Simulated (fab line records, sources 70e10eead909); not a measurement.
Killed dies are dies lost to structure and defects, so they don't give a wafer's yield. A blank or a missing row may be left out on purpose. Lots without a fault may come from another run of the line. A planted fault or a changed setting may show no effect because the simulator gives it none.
fab line records | flow nand_harc
record lots=5 wafers=15 last_day=33
route steps=1302 shown A_SLIT@940 A_SIN_REMOVE@947 A_WL_FILL@952 END@1302
lots that met no fault: from a run of the same line without faults
start_h: hours from the record's first day to the start of the lot's first wafer shown | wait_h: hours since the lot's step before | " the same as in the row above | L1.1+2: a row that stands for several wafers | - no value, or no start given | * or withheld: withheld | < > ~ a bound
route shown NAME@n: a module of which the file shows steps, and the number in the route of the first | usual: mean/standard deviation of fault-free wafers | same: alike in all rows | chamber/n: place in a boat | sites: the reading at each site | _std_site: their standard deviation | _edge_site: outer sites' mean less inner sites' | radius_mm: how far each site lies from the wafer's centre | mask NAME#n: copy n | behind: the tool/chamber that last shaped the wafer | hold: why the lot was held/for how many hours/how that ended | device: the transistor (n, p or np) that didn't switch | end of line: the same wafers' tests at the end of the route | a step without rows: its recipe alone | killed: dies lost to structure and defects at the first sort, not the wafer's yield | map: a wafer's dies, x killed, . not, _ none there
set.NAME: the setting as run; set.NAME@STEP: as run at that earlier step | model.NAME: the simulator's own value behind a step, which no gauge read
lots at some steps of the route; a table a step, a row a wafer
services: from which hour (start_h, from the record's first day; less than 0 if before it) a tool's chamber was out of use, for how many hours, and why
## steps
# step NHARC_A_SLIT_ETCH_26
# recipe bias_v=400 source_w=2000 pressure_mtorr=25 time_s=90 ar_flow_sccm=375 c4f8_flow_sccm=41.7 o2_flow_sccm=83.3 target_depth_a=4000 chemistry=C4F8/O2/Ar
# usual drypump_motor_current_A=5.9/0.68 rf_fwd_power_W=1984/7 showerhead_plenum_p_Torr=3.77/0.11 throttle_valve_pct=27.619/0.0099
# columns lot.wafer tool chamber start_h wait_h drypump_motor_current_A rf_fwd_power_W rf_hours_counter_h showerhead_plenum_p_Torr throttle_valve_pct
L809.2 har_etch-02 0 491.33 3.0 6.7 1976 57 3.95 27.605
L809.1 " 1 " " 6.1 1997 57 3.71 27.606
L809.3 " 0 " " 6.7 1980 - 3.95 27.619
L813.3 har_etch-02 1 533.44 1.9 6.1 1996 - 3.70 27.612
L813.6 " 1 " " 6.1 1984 - 3.70 27.607
L813.5 " 0 " " 6.7 1979 - 3.93 27.621
L816.1 har_etch-01 0 571.02 2.4 4.9 1984 309 3.65 27.632
L816.3 " 1 " " 5.4 1986 - 3.80 27.645
L816.6 " 1 " " 5.3 1993 - 3.80 27.620
L823.3 har_etch-02 0 640.49 1.9 6.7 1962 - 3.90 27.620
L823.6 " 0 " " 6.7 1981 - 3.90 27.605
L823.5 " 1 " " 6.1 1980 - 3.67 27.618
L827.2 har_etch-01 0 666.19 4.9 4.9 1984 - 3.62 27.609
L827.4 " 0 " " 4.9 1985 - 3.62 27.628
L827.5 " 0 " " 4.9 1994 - 3.62 27.608
# step NHARC_A_SLIT_STRIP_28
# recipe o2_flow_sccm=400 cos_flow_sccm=20 ar_flow_sccm=0 bias_w=0 chemistry=O2/COS
# step NHARC_A_SLIT_ETCH_29
# recipe target_depth_a=1000 overetch_a=100 time_s=55 ion_energy_ev=100 cf4_flow_sccm=80 o2_flow_sccm=20 ar_flow_sccm=0 rf_w=300 bias_w=100 chemistry=CF4/O2
# usual drypump_motor_current_A=5.6/0.33 oes_product_au=0.998/0.0084 rf_fwd_power_W=297.2/1.3 rf_vpp_V=197.3/1.5 showerhead_plenum_p_Torr=1.32/0.055 throttle_valve_pct=13.398/0.0094
# columns lot.wafer tool chamber start_h wait_h drypump_motor_current_A oes_product_au rf_fwd_power_W rf_hours_counter_h rf_vpp_V showerhead_plenum_p_Torr throttle_valve_pct
L809.1 rie_diel-07 3 492.21 0.1 5.1 0.999 297.9 0 197.6 1.38 13.386
L809.3 " 0 " " 5.6 0.988 299.3 0 199.5 1.37 13.414
L809.2 " 1 " " 5.4 0.993 297.0 0 195.6 1.27 13.400
L813.3 rie_diel-07 2 534.26 0.1 5.1 0.992 296.9 1 199.4 1.39 13.402
L813.6 " 1 " " 5.4 1.000 298.2 - 199.1 1.27 13.400
L813.5 " 2 " " 5.1 0.992 295.1 - 200.4 1.39 13.391
L816.3 rie_diel-07 0 571.87 0.1 5.6 0.990 298.6 5 198.6 1.37 13.405
L816.1 " 1 " " 5.4 0.985 298.9 5 196.4 1.27 13.406
L816.6 " 0 " " 5.6 0.983 297.8 - 197.5 1.37 13.395
L823.3 rie_diel-04 0 641.32 0.1 5.8 1.010 295.6 6 198.6 1.32 13.397
L823.5 " 3 " " 5.5 0.999 297.5 - 198.6 1.37 13.406
L823.6 " 0 " " 5.8 1.014 295.4 - 197.9 1.32 13.384
L827.4 rie_diel-09 1 667.19 0.1 5.8 1.004 296.1 11 196.9 1.28 13.396
L827.2 " 0 " " 5.6 0.993 296.8 11 195.0 1.24 13.398
L827.5 " 2 " " 5.9 0.996 296.8 - 194.8 1.25 13.399
# step NHARC_A_SLIT_STRIP_18
# recipe o2_flow_sccm=500 ar_flow_sccm=0 bias_w=0 chemistry=O2
# usual drypump_motor_current_A=5.6/0.35 oes_product_au=0.996/0.0078 rf_vpp_V=57.7/0.9 showerhead_plenum_p_Torr=3.48/0.14 throttle_valve_pct=17.036/0.0094
# columns lot.wafer tool chamber start_h wait_h drypump_motor_current_A oes_product_au rf_hours_counter_h rf_vpp_V showerhead_plenum_p_Torr throttle_valve_pct
L809.2 rie_diel-07 0 - - 5.6 0.991 0 58.8 3.62 17.040
L809.1 " 1 " " 5.4 0.997 0 58.6 3.37 17.027
L809.3 " 3 " " 5.1 0.992 0 58.6 3.65 17.038
L813.3 rie_diel-07 0 - - 5.6 0.996 3 57.9 3.61 17.043
L813.6 " 0 " " 5.7 0.993 - 58.3 3.61 17.050
L813.5 " 1 " " 5.4 0.993 - 57.9 3.37 17.036
L816.1 rie_diel-07 0 - - 5.6 0.983 5 56.7 3.61 17.040
L816.3 " 2 " " 5.1 0.986 3 59.8 3.66 17.036
L816.6 " 1 " " 5.4 0.990 - 58.4 3.37 17.041
L823.3 rie_diel-04 0 - - 5.8 1.008 6 57.1 3.49 17.031
L823.6 " 3 " " 5.5 0.999 - 58.1 3.62 17.047
L823.5 " 0 " " 5.8 1.004 - 57.8 3.49 17.042
L827.4 rie_diel-09 1 - - 5.8 1.000 11 57.0 3.38 17.022
L827.2 " 2 " " 5.9 1.002 10 57.5 3.32 17.025
L827.5 " 3 " " 6.3 0.997 - 57.9 3.35 17.047
# step NHARC_A_SLIT_PRECLEAN_19
# recipe time_s=* temp_c=50 bath_age_min=0 chemistry=SC1
# step NHARC_A_SLIT_SRD_20
# step NHARC_A_SLIT_CD_MEAS_21
# usual cd_nm=289.4/0.94
# columns lot.wafer tool chamber start_h wait_h cd_nm
L809.1 cd_sem-02 - 492.78 0.1 287.5
L809.2 " - " " 286.8
L809.3 " - " " 287.0
L813.3 cd_sem-03 - 534.80 - 290.1
L813.5 " - " " 290.1
L813.6 " - " " 290.4
L816.1 cd_sem-01 - 572.41 - 288.3
L816.3 " - " " 287.5
L816.6 " - " " 287.0
L823.3 cd_sem-01 - 641.86 - 290.1
L823.5 " - " " 289.6
L823.6 " - " " 289.6
L827.2 cd_sem-03 - 667.73 - 288.9
L827.4 " - " " 288.9
L827.5 " - " " 289.4
# step NHARC_A_SIN_REMOVE_WET_00
# recipe temp_c=160 time_s=15300 chemistry=H3PO4
# step NHARC_A_SIN_REMOVE_PRECLEAN_01
# recipe time_s=* temp_c=50 bath_age_min=0 chemistry=SC1
# step NHARC_A_SIN_REMOVE_SRD_02
# step NHARC_A_SIN_REMOVE_INSPECT_04
# usual raw_defect_count=393/89
# columns lot.wafer tool chamber start_h wait_h raw_defect_count
L809.1 defect_inspect-02 - 499.42 0.0 407
L809.2 " - " " 373
L809.3 " - " " 469
L813.3 defect_inspect-02 - 541.51 0.0 357
L813.5 " - " " 283
L813.6 " - " " 295
L816.1 defect_inspect-01 - 578.91 0.0 386
L816.3 " - " " 394
L816.6 " - " " 402
L823.3 defect_inspect-02 - 648.49 0.0 433
L823.5 " - " " 305
L823.6 " - " " 311
L827.2 defect_inspect-01 - 674.43 0.0 286
L827.4 " - " " 320
L827.5 " - " " 347
# step NHARC_A_WL_FILL_ALD_00
# recipe target_thk_a=30 pulse_time_s=3 ald_cycles=30 temp_c=300 material=Al2O3
# usual ald_cycles=30/0 heater_power_w=485/56 precursor_pulse_height_rel=0.999/0.021
# columns lot.wafer tool chamber start_h wait_h ald_cycles heater_power_w precursor_pulse_height_rel
L809.2 ald_hk-01 2 499.49 0.1 30 565 1.030
L809.1 " 0 " " 30 445 0.998
L809.3 " 1 " " 30 483 1.001
L813.3 ald_hk-01 2 541.94 0.4 30 566 0.998
L813.6 " 3 " " 30 430 0.986
L813.5 " 0 " " 30 447 0.979
L816.3 ald_hk-01 3 579.17 0.3 33 427 0.985
L816.1 " 0 " " 33 451 1.009
L816.6 " 2 " " 30 561 0.991
L823.3 ald_hk-04 3 648.59 0.1 30 577 1.020
L823.6 " 2 " " 30 492 1.015
L823.5 " 3 " " 30 568 0.978
L827.2 ald_hk-04 1 674.61 0.2 30 489 1.032
L827.4 " 2 " " 30 494 0.991
L827.5 " 1 " " 30 485 1.026
# step NHARC_A_WL_FILL_RTA_01
# recipe temp_c=1000 time_s=5
# usual lamp_power_pct=30.4/1.8 lamp_zone_1_pct=30.4/1.8 lamp_zone_4_pct=30.4/1.8 wafer_temp_C_max=1006.5/1.9
# columns lot.wafer tool chamber start_h wait_h lamp_power_pct lamp_zone_1_pct lamp_zone_4_pct wafer_temp_C_max
L809.1 rtp_anneal-01 0 499.76 - 29.0 29.0 29.0 1007.7
L809.2 " 0 " " 29.0 29.0 29.0 1007.7
L809.3 " 0 " " 29.0 29.1 29.0 1008.1
L813.3 rtp_anneal-02 0 542.18 - 32.8 32.8 32.7 1005.8
L813.5 " 0 " " 32.8 32.8 32.8 1003.2
L813.6 " 0 " " 32.8 32.8 32.7 1005.0
L816.1 rtp_anneal-01 0 579.41 - 29.1 29.0 29.0 1007.9
L816.3 " 0 " " 29.0 29.1 29.0 1007.5
L816.6 " 0 " " 29.0 29.1 29.1 1006.5
L823.3 rtp_anneal-02 0 648.88 - 32.7 32.7 32.7 1004.2
L823.5 " 0 " " 32.7 32.7 32.6 1005.1
L823.6 " 0 " " 32.7 32.7 32.7 1002.2
L827.2 rtp_anneal-01 0 674.89 - 29.1 29.0 29.1 1008.8
L827.4 " 0 " " 29.0 29.0 29.0 1008.5
L827.5 " 0 " " 29.0 29.0 29.1 1006.0
# step NHARC_END_SORT_01
# recipe temp_c=25
# usual killed_at_array=46/15 killed_at_other=0.8/1.1 killed_at_periphery=4.0/2.9 killed_dies=50/15 killed_open=3.2/1.8 killed_short=2.3/1.6
# same gross_dies=677
# columns lot.wafer tool chamber start_h wait_h killed_at_array killed_at_other killed_at_periphery killed_dies killed_open killed_short
L813.3 prober-01 0 640.31 3.1 37 0 2 39 6 2
L813.5 prober-01 0 641.93 3.7 24 0 7 31 2 4
L813.6 prober-01 0 642.74 4.1 22 1 9 32 2 2
L816.1 prober-02 0 675.33 2.5 62 1 1 64 7 4
L816.3 prober-02 0 676.92 3.1 40 0 1 41 4 1
L816.6 prober-02 0 679.30 4.0 41 0 1 42 3 1
L823.3 prober-02 0 766.57 3.1 42 0 1 43 2 5
L823.5 prober-02 0 768.16 3.7 42 0 0 42 3 0
L823.6 prober-02 0 768.96 4.0 39 0 3 42 4 0
# killed by level:class
L813.3 A_CHANNEL_HOLE_D2:chamber_film_flake=12 A_CHANNEL_HOLE_D1:chamber_film_flake=6 A_BONDPAD:chamber_film_flake=3 A_ONON_D2:geometric_particle:open=2 P_GATE:chamber_film_flake=2 A_CHANNEL_FILL_D2:chamber_film_flake=2 A_STAIRCASE:chamber_film_flake=2 A_ONON_D1:geometric_particle:open=1
L813.5 A_CHANNEL_HOLE_D2:chamber_film_flake=8 A_CHANNEL_HOLE_D1:chamber_film_flake=6 P_GATE:chamber_film_flake=5 A_ONON_D1:geometric_particle:short=3 A_CONTACT:chamber_film_flake=2 A_M0:chamber_film_flake=2 P_GATE:geometric_particle:open=1 A_CHANNEL_FILL_D1:geometric_particle:short=1
L813.6 A_CHANNEL_HOLE_D2:chamber_film_flake=8 P_GATE:chamber_film_flake=6 A_CONTACT:chamber_film_flake=6 A_CHANNEL_HOLE_D1:chamber_film_flake=3 P_ZERO_WELL:chamber_film_flake=2 A_BONDPAD:chamber_film_flake=2 A_CHANNEL_FILL_D1:geometric_particle:open=1 A_ONON_D2:geometric_particle:short=1
L816.1 A_SLIT:chamber_film_flake=25 A_CHANNEL_HOLE_D1:chamber_film_flake=18 A_CONTACT:chamber_film_flake=4 A_CHANNEL_FILL_D2:chamber_film_flake=3 A_CONTACT:geometric_particle:open=2 A_BLC:geometric_particle:open=2 A_M0:geometric_particle:open=2 P_M0:geometric_particle:short=1
L816.3 A_SLIT:chamber_film_flake=16 A_CHANNEL_HOLE_D1:chamber_film_flake=14 A_M0:geometric_particle:open=3 A_CONTACT:chamber_film_flake=3 A_M1:chamber_film_flake=2 P_M1:geometric_particle:open=1 A_CHANNEL_FILL_D1:geometric_particle:short=1 A_CHANNEL_HOLE_D2:chamber_film_flake=1
L816.6 A_SLIT:chamber_film_flake=20 A_CHANNEL_HOLE_D1:chamber_film_flake=10 A_M0:geometric_particle:open=2 A_DECK1_JOINT:chamber_film_flake=2 A_CONTACT:chamber_film_flake=2 A_CHANNEL_HOLE_D1:geometric_particle:open=1 A_M0:geometric_particle:short=1 P_ZERO_WELL:chamber_film_flake=1
L823.3 A_CHANNEL_HOLE_D2:chamber_film_flake=13 A_CHANNEL_HOLE_D1:chamber_film_flake=11 A_CONTACT:chamber_film_flake=7 A_ONON_D1:geometric_particle:short=3 A_STAIRCASE:chamber_film_flake=2 A_SLIT:chamber_film_flake=2 A_ONON_D1:geometric_particle:open=1 A_DECK1_JOINT:geometric_particle:short=1
L823.5 A_CHANNEL_HOLE_D2:chamber_film_flake=20 A_CHANNEL_HOLE_D1:chamber_film_flake=6 A_CONTACT:chamber_film_flake=5 A_SLIT:chamber_film_flake=4 A_STAIRCASE:chamber_film_flake=3 A_M0:geometric_particle:open=2 A_DECK1_JOINT:geometric_particle:open=1 A_DECK1_JOINT:chamber_film_flake=1
L823.6 A_CHANNEL_HOLE_D2:chamber_film_flake=18 A_CHANNEL_HOLE_D1:chamber_film_flake=9 A_CONTACT:chamber_film_flake=4 P_GATE:chamber_film_flake=2 A_SLIT:chamber_film_flake=2 A_ONON_D1:geometric_particle:open=1 A_SGD_CUT:geometric_particle:open=1 A_M0:geometric_particle:open=1
## services
# columns tool chamber start_h hours kind
rie_diel-07 - 471.21 9.0 pm
rie_diel-07 0 471.21 9.0 vent_cycle
rie_diel-07 1 471.21 9.0 vent_cycle
rie_diel-07 2 471.21 9.0 vent_cycle
rie_diel-07 3 471.21 9.0 vent_cycle
ald_hk-01 - 477.54 10.0 pm
rie_diel-07 0 480.21 - clean
rie_diel-07 1 480.21 - clean
rie_diel-07 2 480.21 - clean
rie_diel-09 - 497.10 9.0 pm
rie_diel-07 2 500.00 33.9 repair
rie_diel-04 2 526.44 2.9 repair
rie_diel-04 - 531.98 9.0 pm
rie_diel-04 - 552.14 2.3 repair
ald_hk-04 - 615.59 10.0 pm
rie_diel-07 0 616.95 3.6 repair
rie_diel-04 - 617.80 0.2 repair
ald_hk-04 - 635.20 1.0 repair
rie_diel-09 - 640.04 0.2 repair
rie_diel-07 - 648.21 9.0 pm
ald_hk-01 - 655.54 10.0 pm
rie_diel-07 0 668.24 2.6 repair
rie_diel-07 3 670.62 9.4 repair
rie_diel-09 - 674.15 9.0 pm
## key
first_sign step=NHARC_A_WL_FILL_ALD_00 reading=ald_cycles direction=up sigmas=99+ usual=30 struck=33
effect none on later readings
met_at NHARC_A_WL_FILL_ALD_00
struck_wafers L816.1,L816.3
tester_left_out L816
fault kind=process_parameter_drift tool=ald_hk-01 chamber=- onset_h=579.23 steps=NHARC_A_WL_FILL_ALD_00 channel=ald_cycles offset=3 shape=step end_h=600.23 scope=struck_wafers_only acts_in=these_recipes_only stated=30
# tester_left_out: of these lots the tester's yield and bins aren't shown, on N5 and GAA mostly nor the transistor test; their killed dies are dies lost to structure and defects alone, not to doping, threshold or leakage, so they don't give the yield
